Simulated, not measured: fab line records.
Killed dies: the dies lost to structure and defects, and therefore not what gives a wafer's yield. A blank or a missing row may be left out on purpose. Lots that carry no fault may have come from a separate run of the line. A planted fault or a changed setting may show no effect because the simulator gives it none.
Chamber matching || flow n5 finfet || N5_FIN_SAQP_MANDREL_ETCH_22 on rie si-03: 4 sister chambers
The step etches a-Si in HBr/Cl2, stops on SiNx, target depth 60 nm, bt time 10 s, time 30 s. 39 wafers are shown with their chamber, then 12 later ones without.

WAFERS PAIRED WITH THEIR CHAMBERS
{"wafer": "L075.2", "chamber": 0, "drypump motor current A (A)": 5.9, "throttle valve pct (%)": 35.66, "oes product au (a.u.)": 0.755}
{"wafer": "L075.4", "chamber": 1, "drypump motor current A (A)": 6.8, "throttle valve pct (%)": 35.84, "oes product au (a.u.)": 0.783}
{"wafer": "L075.5", "chamber": 3, "drypump motor current A (A)": 6.2, "throttle valve pct (%)": 35.38, "oes product au (a.u.)": 0.777}
{"wafer": "L076.4", "chamber": 0, "drypump motor current A (A)": 5.9, "throttle valve pct (%)": 35.65, "oes product au (a.u.)": 0.764}
{"wafer": "L076.5", "chamber": 0, "drypump motor current A (A)": 5.9, "throttle valve pct (%)": 35.67, "oes product au (a.u.)": 0.763}
{"wafer": "L076.6", "chamber": 1, "drypump motor current A (A)": 6.7, "throttle valve pct (%)": 35.83, "oes product au (a.u.)": 0.785}
{"wafer": "L078.4", "chamber": 0, "drypump motor current A (A)": 5.9, "throttle valve pct (%)": 35.62, "oes product au (a.u.)": 0.763}
{"wafer": "L078.5", "chamber": 0, "drypump motor current A (A)": 6.0, "throttle valve pct (%)": 35.66, "oes product au (a.u.)": 0.770}
{"wafer": "L078.6", "chamber": 3, "drypump motor current A (A)": 6.2, "throttle valve pct (%)": 35.37, "oes product au (a.u.)": 0.769}
{"wafer": "L079.1", "chamber": 2, "drypump motor current A (A)": 5.7, "throttle valve pct (%)": 35.49, "oes product au (a.u.)": 0.775}
{"wafer": "L079.3", "chamber": 1, "drypump motor current A (A)": 6.7, "throttle valve pct (%)": 35.86, "oes product au (a.u.)": 0.772}
{"wafer": "L079.4", "chamber": 3, "drypump motor current A (A)": 6.2, "throttle valve pct (%)": 35.36, "oes product au (a.u.)": 0.775}
{"wafer": "L080.3", "chamber": 0, "drypump motor current A (A)": 5.9, "throttle valve pct (%)": 35.65, "oes product au (a.u.)": 0.766}
{"wafer": "L080.4", "chamber": 3, "drypump motor current A (A)": 6.2, "throttle valve pct (%)": 35.36, "oes product au (a.u.)": 0.777}
{"wafer": "L080.5", "chamber": 2, "drypump motor current A (A)": 5.6, "throttle valve pct (%)": 35.48, "oes product au (a.u.)": 0.774}
{"wafer": "L082.1", "chamber": 2, "drypump motor current A (A)": 5.7, "throttle valve pct (%)": 35.47, "oes product au (a.u.)": 0.763}
{"wafer": "L082.3", "chamber": 0, "drypump motor current A (A)": 5.9, "throttle valve pct (%)": 35.68, "oes product au (a.u.)": 0.751}
{"wafer": "L082.6", "chamber": 1, "drypump motor current A (A)": 6.7, "throttle valve pct (%)": 35.85, "oes product au (a.u.)": 0.775}
{"wafer": "L083.2", "chamber": 1, "drypump motor current A (A)": 6.7, "throttle valve pct (%)": 35.82, "oes product au (a.u.)": 0.788}
{"wafer": "L083.3", "chamber": 2, "drypump motor current A (A)": 5.7, "throttle valve pct (%)": 35.47, "oes product au (a.u.)": 0.768}
{"wafer": "L083.4", "chamber": 0, "drypump motor current A (A)": 6.0, "throttle valve pct (%)": 35.63, "oes product au (a.u.)": 0.772}
{"wafer": "L084.4", "chamber": 3, "drypump motor current A (A)": 6.2, "throttle valve pct (%)": 35.34, "oes product au (a.u.)": 0.780}
{"wafer": "L084.5", "chamber": 0, "drypump motor current A (A)": 5.9, "throttle valve pct (%)": 35.62, "oes product au (a.u.)": 0.771}
{"wafer": "L084.6", "chamber": 1, "drypump motor current A (A)": 6.7, "throttle valve pct (%)": 35.85, "oes product au (a.u.)": 0.780}
{"wafer": "L085.1", "chamber": 1, "drypump motor current A (A)": 6.7, "throttle valve pct (%)": 35.86, "oes product au (a.u.)": 0.768}
{"wafer": "L085.2", "chamber": 3, "drypump motor current A (A)": 6.2, "throttle valve pct (%)": 35.37, "oes product au (a.u.)": 0.767}
{"wafer": "L085.6", "chamber": 0, "drypump motor current A (A)": 5.9, "throttle valve pct (%)": 35.63, "oes product au (a.u.)": 0.761}
{"wafer": "L087.2", "chamber": 0, "drypump motor current A (A)": 6.0, "throttle valve pct (%)": 35.64, "oes product au (a.u.)": 0.772}
{"wafer": "L087.4", "chamber": 2, "drypump motor current A (A)": 5.7, "throttle valve pct (%)": 35.45, "oes product au (a.u.)": 0.783}
{"wafer": "L087.6", "chamber": 2, "drypump motor current A (A)": 5.7, "throttle valve pct (%)": 35.48, "oes product au (a.u.)": 0.772}
{"wafer": "L089.1", "chamber": 2, "drypump motor current A (A)": 5.7, "throttle valve pct (%)": 35.47, "oes product au (a.u.)": 0.772}
{"wafer": "L089.2", "chamber": 3, "drypump motor current A (A)": 6.2, "throttle valve pct (%)": 35.40, "oes product au (a.u.)": 0.769}
{"wafer": "L089.3", "chamber": 0, "drypump motor current A (A)": 5.9, "throttle valve pct (%)": 35.63, "oes product au (a.u.)": 0.761}
{"wafer": "L090.3", "chamber": 2, "drypump motor current A (A)": 5.7, "throttle valve pct (%)": 35.48, "oes product au (a.u.)": 0.766}
{"wafer": "L090.5", "chamber": 3, "drypump motor current A (A)": 6.2, "throttle valve pct (%)": 35.37, "oes product au (a.u.)": 0.775}
{"wafer": "L090.6", "chamber": 0, "drypump motor current A (A)": 5.9, "throttle valve pct (%)": 35.65, "oes product au (a.u.)": 0.762}
{"wafer": "L092.1", "chamber": 0, "drypump motor current A (A)": 5.9, "throttle valve pct (%)": 35.67, "oes product au (a.u.)": 0.759}
{"wafer": "L092.2", "chamber": 3, "drypump motor current A (A)": 6.2, "throttle valve pct (%)": 35.36, "oes product au (a.u.)": 0.772}
{"wafer": "L092.5", "chamber": 3, "drypump motor current A (A)": 6.2, "throttle valve pct (%)": 35.35, "oes product au (a.u.)": 0.775}

SIGNATURES (averages over the wafers above)
{"reading": "drypump motor current A", "chamber 0": 5.921, "chamber 1": 6.714, "chamber 2": 5.688, "chamber 3": 6.200, "scatter within a chamber": 0.0342}
{"reading": "throttle valve pct", "chamber 0": 35.6471, "chamber 1": 35.8443, "chamber 2": 35.4737, "chamber 3": 35.3660, "scatter within a chamber": 0.0166}
{"reading": "oes product au", "chamber 0": 0.76357, "chamber 1": 0.77871, "chamber 2": 0.77163, "chamber 3": 0.77360, "scatter within a chamber": 0.00599}
Rule: a wafer's distance from a chamber is the root of the sum, over the readings, of the square of ((its reading less the chamber's mean) divided by the reading's scatter). The wafer belongs to the nearest chamber; if the next one is less than 2 further off, it can't be placed. How the scatter is found: for the shown wafers, subtract from each reading the mean of its chamber, square and add these, divide the total by (wafers less chambers), then take the root.

WAFERS WHOSE CHAMBER IS MISSING
{"wafer": "L093.1", "drypump motor current A (A)": 6.0, "throttle valve pct (%)": 35.65, "oes product au (a.u.)": 0.763}
{"wafer": "L093.4", "drypump motor current A (A)": 6.7, "throttle valve pct (%)": 35.85, "oes product au (a.u.)": 0.774}
{"wafer": "L093.5", "drypump motor current A (A)": 5.9, "throttle valve pct (%)": 35.62, "oes product au (a.u.)": 0.767}
{"wafer": "L094.1", "drypump motor current A (A)": 5.7, "throttle valve pct (%)": 35.48, "oes product au (a.u.)": 0.764}
{"wafer": "L094.5", "drypump motor current A (A)": 6.2, "throttle valve pct (%)": 35.34, "oes product au (a.u.)": 0.779}
{"wafer": "L094.6", "drypump motor current A (A)": 5.7, "throttle valve pct (%)": 35.46, "oes product au (a.u.)": 0.779}
{"wafer": "L095.4", "drypump motor current A (A)": 5.7, "throttle valve pct (%)": 35.46, "oes product au (a.u.)": 0.770}
{"wafer": "L095.5", "drypump motor current A (A)": 6.7, "throttle valve pct (%)": 35.86, "oes product au (a.u.)": 0.772}
{"wafer": "L095.6", "drypump motor current A (A)": 5.9, "throttle valve pct (%)": 35.61, "oes product au (a.u.)": 0.768}
{"wafer": "L097.3", "drypump motor current A (A)": 6.1, "throttle valve pct (%)": 35.33, "oes product au (a.u.)": 0.780}
{"wafer": "L097.4", "drypump motor current A (A)": 6.7, "throttle valve pct (%)": 35.87, "oes product au (a.u.)": 0.769}
{"wafer": "L097.5", "drypump motor current A (A)": 6.7, "throttle valve pct (%)": 35.86, "oes product au (a.u.)": 0.761}

EACH ONE'S CHAMBER
{"wafer": "L093.1", "from the rows above": 0, "in truth": 0}
{"wafer": "L093.4", "from the rows above": 1, "in truth": 1}
{"wafer": "L093.5", "from the rows above": 0, "in truth": 0}
{"wafer": "L094.1", "from the rows above": 2, "in truth": 2}
{"wafer": "L094.5", "from the rows above": 3, "in truth": 3}
{"wafer": "L094.6", "from the rows above": 2, "in truth": 2}
{"wafer": "L095.4", "from the rows above": 2, "in truth": 2}
{"wafer": "L095.5", "from the rows above": 1, "in truth": 1}
{"wafer": "L095.6", "from the rows above": 0, "in truth": 0}
{"wafer": "L097.3", "from the rows above": 3, "in truth": 3}
{"wafer": "L097.4", "from the rows above": 1, "in truth": 1}
{"wafer": "L097.5", "from the rows above": 1, "in truth": 1}
12 of 12 placed correctly. Can't be placed from these rows: 0. Wrongly placed: 0.
